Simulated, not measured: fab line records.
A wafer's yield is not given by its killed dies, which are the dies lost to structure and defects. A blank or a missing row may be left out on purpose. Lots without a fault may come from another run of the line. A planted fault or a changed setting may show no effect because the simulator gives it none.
Matching of chambers	flow nand-harc	NHARC_P_ZERO_WELL_DESCUM_54 on rie-diel-12 has 4 sister chambers
The step chemistry O2, time 3 s. 20 wafers are shown with their chamber, then 10 later ones without.

WAFERS PAIRED WITH THEIR CHAMBERS
wafer	chamber	drypump-motor-current-A (A)	oes-product-au (a.u.)	rf-vpp-V (V)
L074.1	1	4.9	0.989	57.3
L074.5	0	4.9	1.010	59.2
L074.6	1	4.9	0.991	56.8
L081.2	1	4.9	1.013	57.4
L081.3	2	5.4	1.001	58.4
L081.6	0	4.9	1.007	58.1
L082.1	0	4.9	1.016	57.8
L082.4	2	5.5	1.004	58.3
L082.6	1	4.9	1.022	57.6
L083.1	2	5.4	1.000	57.8
L083.2	3	5.7	1.000	59.3
L083.6	0	4.9	1.018	58.6
L084.2	3	5.7	0.995	57.3
L084.4	2	5.4	0.997	60.2
L084.6	2	5.4	0.992	57.7
L085.1	2	5.5	0.997	58.6
L085.2	3	5.7	0.993	58.3
L085.3	0	4.9	1.008	57.5
L088.2	3	5.7	0.990	59.8
L088.3	2	5.4	1.017	57.6

SIGNATURES (means of the wafers above)
reading	chamber 0	chamber 1	chamber 2	chamber 3	scatter within a chamber
drypump-motor-current-A	4.900	4.900	5.429	5.700	0.0299
oes-product-au	1.01180	1.00375	1.00114	0.99450	0.00911
rf-vpp-V	58.240	57.275	58.371	58.675	0.815
Rule: a wafer's distance from a chamber is the root of the sum, over the readings, of the square of ((its reading less the chamber's mean) divided by the reading's scatter). The wafer belongs to the nearest chamber; if the next one is less than 2 further off, it can't be placed. The scatter: take each reading less its chamber's mean, square it, sum over the shown wafers, divide by the number of wafers less the number of chambers, and take the root.

WAFERS WITH NO CHAMBER GIVEN
wafer	drypump-motor-current-A (A)	oes-product-au (a.u.)	rf-vpp-V (V)
L088.6	5.7	0.997	57.6
L094.1	5.4	1.012	59.0
L094.2	4.9	1.012	56.7
L094.5	4.9	1.019	57.4
L095.1	4.9	1.026	57.8
L095.3	5.4	1.005	58.7
L095.6	5.7	1.009	57.6
L097.3	5.5	1.012	58.6
L097.4	5.7	0.996	57.7
L097.6	5.4	1.016	57.6

CHAMBER TAKEN BY EACH
wafer	from the rows above	in truth
L088.6	3	3
L094.1	2	2
L094.2	can't be placed: 1 or 0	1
L094.5	can't be placed: 0 or 1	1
L095.1	can't be placed: 0 or 1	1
L095.3	2	2
L095.6	3	3
L097.3	2	2
L097.4	3	3
L097.6	2	2
Correct placement for 7 of the 10. Unplaceable from these rows: 3, with the true chamber sitting among the candidates in 3. Wrongly placed: 0.
